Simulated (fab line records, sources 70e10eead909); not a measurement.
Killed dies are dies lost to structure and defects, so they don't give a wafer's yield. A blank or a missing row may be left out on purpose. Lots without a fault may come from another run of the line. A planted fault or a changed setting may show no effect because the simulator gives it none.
A struck lot beside a sound one | flow nand_harc | 30 steps out of a route of 1302
Sound: wafers L666.3, L666.5, L666.6. Struck: wafers L669.2, L669.3, L669.5. The cause comes at the end.
At each step with rows: each side's tool, then ch and its chambers, then its first start. Under that, the readings that differ: sound wafers | struck wafers | difference of the means | sigmas: that difference in standard deviations of wafers without a fault.
alike: readings whose means differ by less than 2 such deviations, and words and numbers that are the same on both sides. not compared: withheld readings, readings that some wafer has no value for, bounds like >300 that may hide the same value, and numbers for which the record gives no deviation and whose values overlap.
The two part at a step that has a row with sigmas, a row that says differs or no value, or rows on one side only. Numbers that don't overlap but have no deviation are shown without sigmas and don't part them. A reading that every wafer of one side lacks parts them only if that side has two wafers or more.

NHARC_A_CHANNEL_HOLE_D2_CD_MEAS_10: target cd 100 nm.
  sound on cd_sem-01 ch 0, day 14 05:34; struck on cd_sem-02 ch 0, day 16 02:39
  alike: cd_nm
NHARC_A_CHANNEL_HOLE_D2_OVL_MEAS_11:
  sound on overlay-01, day 14 05:39; struck on overlay-02, day 16 02:44
  alike: overlay_x_nm, overlay_y_nm
NHARC_A_CHANNEL_HOLE_D2_INSPECT_12:
  sound on defect_inspect-02, day 14 05:41; struck on defect_inspect-01, day 16 02:46
  alike: raw_defect_count
then, 4 steps without rows for these wafers: NHARC_A_CHANNEL_HOLE_D2_DESCUM_15 (chemistry O2, time 3 s); NHARC_A_CHANNEL_HOLE_D2_ETCH_38 (etches the open film in CF4, target depth 39 nm, time 65 s); NHARC_A_CHANNEL_HOLE_D2_ETCH_39 (etches the open film in N2/H2, target depth 260 nm, time 325 s); NHARC_A_CHANNEL_HOLE_D2_ETCH_34 (etches the open film in CF4/CHF3, target depth 154 nm, time 77 s).
NHARC_A_CHANNEL_HOLE_D2_ETCH_16: etches the open film in O2/COS, target depth 3100 nm, time 806 s.
  sound on rie_diel-06 ch 0,2,3; struck on rie_diel-09 ch 0,1,2
  alike: bias_w, cos_flow_sccm, drypump_motor_current_A, oes_product_au, rf_vpp_V, showerhead_plenum_p_Torr, throttle_valve_pct
  not compared: rf_hours_counter_h
NHARC_A_CHANNEL_HOLE_D2_CD_MEAS_18:
  sound on cd_sem-01, day 14 07:04; struck on cd_sem-02, day 16 03:56
  alike: cd_nm
then, 1 step without rows for these wafers: NHARC_A_CHANNEL_HOLE_D2_ETCH_19 (etches the open film in C4F8/O2/Ar, time 34.5 s).
NHARC_A_CHANNEL_HOLE_D2_ETCH_20: etches the open film in C4F8/O2/Ar, time 361.9 s, target depth 1600 nm.
  sound on har_etch-01 ch 0,1, day 14 07:20; struck on har_etch-02 ch 0, day 16 04:08
  alike: c4f8_flow_sccm, drypump_motor_current_A, he_backside_leak_sccm, showerhead_plenum_p_Torr, throttle_valve_pct
  not compared: rf_hours_counter_h
then, 1 step without rows for these wafers: NHARC_A_CHANNEL_HOLE_D2_ETCH_21 (etches the open film in C4F8/O2/Ar, time 514.3 s, target depth 1600 nm).
NHARC_A_CHANNEL_HOLE_D2_ETCH_22: etches the open film in C4F8/O2/Ar, time 666.7 s, target depth 1600 nm.
  sound on har_etch-01 ch 0,1, day 14 08:10; struck on har_etch-02 ch 0, day 16 04:53
  alike: c4f8_flow_sccm, drypump_motor_current_A, he_backside_leak_sccm, showerhead_plenum_p_Torr, throttle_valve_pct
  not compared: rf_hours_counter_h
NHARC_A_CHANNEL_HOLE_D2_ETCH_23: etches the open film in C4F8/O2/Ar, time 819 s, target depth 1600 nm.
  sound on har_etch-01 ch 0,1, day 14 08:47; struck on har_etch-02 ch 0, day 16 05:27
  alike: c4f8_flow_sccm, drypump_motor_current_A, he_backside_leak_sccm, showerhead_plenum_p_Torr, throttle_valve_pct
  not compared: rf_hours_counter_h
then, 8 steps without rows for these wafers: NHARC_A_CHANNEL_HOLE_D2_ETCH_24 (etches the open film in C4F8/O2/Ar, time 906.2 s, target depth 1500 nm); NHARC_A_CHANNEL_HOLE_D2_ETCH_25 (etches the open film in C4F8/O2/Ar, time 1040.2 s, target depth 1500 nm); NHARC_A_CHANNEL_HOLE_D2_ETCH_26 (etches the open film in C4F8/O2/Ar, time 224.1 s, target depth 300 nm); NHARC_A_CHANNEL_HOLE_D2_ETCH_27 (etches the open film in C4F8/O2/Ar, time 90 s, target depth 400 nm); NHARC_A_CHANNEL_HOLE_D2_STRIP_41 (strips in N2/H2); NHARC_A_CHANNEL_HOLE_D2_STRIP_42 (strips in CF4/CHF3); NHARC_A_CHANNEL_HOLE_D2_STRIP_43 (strips in O2/COS); NHARC_A_CHANNEL_HOLE_D2_ETCH_44 (etches the open film in CF4/O2, target depth 140 nm, overetch 14 nm, time 77 s).
NHARC_A_CHANNEL_HOLE_D2_STRIP_28: strips in O2.
  sound on rie_diel-06 ch 0,2,3; struck on rie_diel-09 ch 2,3
  alike: drypump_motor_current_A, oes_product_au, rf_vpp_V, showerhead_plenum_p_Torr, throttle_valve_pct
  not compared: rf_hours_counter_h
then, 2 steps without rows for these wafers: NHARC_A_CHANNEL_HOLE_D2_PRECLEAN_29 (cleans in SC1); NHARC_A_CHANNEL_HOLE_D2_SRD_30.
NHARC_A_CHANNEL_HOLE_D2_CD_MEAS_31:
  sound on cd_sem-01, day 14 12:50; struck on cd_sem-03, day 16 09:32
  alike: cd_nm
NHARC_A_CHANNEL_HOLE_D2_XSEM_32:
  sound on xsem-02 ch 0, day 14 12:56; struck on xsem-02 ch 0, day 16 09:38
  reading        | sound          | struck         | difference | sigmas
  bot_cd_nm (nm) | 76.9 77.9 77.4 | 75.4 74.0 75.0 | -2.6       | -2
  alike: bow_nm, tilt_deg
NHARC_A_CHANNEL_HOLE_D2_INSPECT_40:
  sound on defect_inspect-02, day 14 13:01; struck on defect_inspect-02, day 16 09:43
  reading          | sound       | struck         | difference | sigmas
  raw_defect_count | 422 253 233 | 1733 1708 1720 | +1418      | +18
then, 1 step without rows for these wafers: NHARC_A_CHANNEL_FILL_D2_PRECLEAN_00 (cleans in SC1).
-- the record jumps here: 11 days lie between the struck wafers' starts before and after (it left off in module A_CHANNEL_FILL_D2 and takes up again in module END, whose first step shown is number 1302 of the route) --
NHARC_END_SORT_01:
  sound on prober-02 ch 0, day 25 03:13; struck on prober-01 ch 0, day 27 03:31
  reading         | sound    | struck      | difference | sigmas
  killed_at_array | 56 60 57 | 126 118 116 | +62        | +4
  killed_dies     | 60 67 63 | 128 120 118 | +59        | +4
  alike: killed_at_other, killed_at_periphery, killed_open, killed_short

WHERE THEY PART
First at NHARC_A_CHANNEL_HOLE_D2_XSEM_32; last, within this record, at NHARC_END_SORT_01.

WHY: what the simulator had put in
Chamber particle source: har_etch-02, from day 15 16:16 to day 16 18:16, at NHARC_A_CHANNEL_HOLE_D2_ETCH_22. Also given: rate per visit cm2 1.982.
